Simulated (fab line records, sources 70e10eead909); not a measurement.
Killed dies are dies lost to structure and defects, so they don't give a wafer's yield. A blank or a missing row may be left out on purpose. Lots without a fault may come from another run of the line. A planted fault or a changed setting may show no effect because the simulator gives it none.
Chamber matching | flow nand_harc | NHARC_A_CHANNEL_HOLE_D2_ETCH_44 on rie_diel-07: 4 sister chambers
The step etches the open film in CF4/O2, target depth 140 nm, overetch 14 nm, time 77 s. 14 wafers are shown with their chamber, then 7 later ones without.

WAFERS WITH THEIR CHAMBER
wafer  | chamber | drypump_motor_current_A (A) | showerhead_plenum_p_Torr (Torr) | rf_fwd_power_W (W)
L581.2 | 3       | 5.4                         | 1.35                            | 299.0
L581.3 | 0       | 6.3                         | 1.37                            | 298.6
L581.6 | 0       | 6.3                         | 1.37                            | 299.1
L582.3 | 3       | 5.3                         | 1.35                            | 298.6
L582.4 | 0       | 6.3                         | 1.37                            | 297.4
L582.6 | 0       | 6.3                         | 1.37                            | 297.4
L586.1 | 1       | 6.0                         | 1.33                            | 298.6
L586.4 | 0       | 6.3                         | 1.37                            | 298.1
L586.6 | 0       | 6.2                         | 1.37                            | 298.4
L587.1 | 2       | 5.6                         | 1.33                            | 295.6
L587.2 | 0       | 6.3                         | 1.37                            | 298.4
L587.5 | 1       | 6.0                         | 1.33                            | 298.9
L592.3 | 1       | 6.0                         | 1.32                            | 299.7
L592.4 | 3       | 5.4                         | 1.35                            | 297.7

SIGNATURES (means of the wafers above)
reading                  | chamber 0 | chamber 1 | chamber 2 | chamber 3 | scatter within a chamber
drypump_motor_current_A  | 6.286     | 6.000     | 5.600     | 5.367     | 0.039
showerhead_plenum_p_Torr | 1.3700    | 1.3267    | 1.3300    | 1.3500    | 0.00258
rf_fwd_power_W           | 298.200   | 299.067   | 295.600   | 298.433   | 0.622
Rule: a wafer's distance from a chamber is the root of the sum, over the readings, of the square of ((its reading less the chamber's mean) divided by the reading's scatter). The wafer belongs to the nearest chamber; if the next one is less than 2 further off, it can't be placed. The scatter: the root of (the sum of the squares of (reading less its chamber's mean) over the shown wafers, divided by (wafers less chambers)).

WAFERS WITHOUT THEIR CHAMBER
wafer  | drypump_motor_current_A (A) | showerhead_plenum_p_Torr (Torr) | rf_fwd_power_W (W)
L592.5 | 6.3                         | 1.37                            | 300.2
L601.1 | 6.3                         | 1.37                            | 299.4
L601.4 | 6.0                         | 1.32                            | 299.3
L601.6 | 6.3                         | 1.37                            | 299.3
L602.2 | 6.3                         | 1.36                            | 297.5
L602.5 | 5.4                         | 1.35                            | 300.2
L602.6 | 6.3                         | 1.36                            | 296.5

WHICH CHAMBER EACH WENT THROUGH
wafer  | from the rows above | in truth
L592.5 | 0                   | 0
L601.1 | 0                   | 0
L601.4 | 1                   | 1
L601.6 | 0                   | 0
L602.2 | 0                   | 0
L602.5 | 3                   | 3
L602.6 | 0                   | 0
Placed correctly: 7 of 7. Can't be placed from these rows: 0. Placed wrongly: 0.
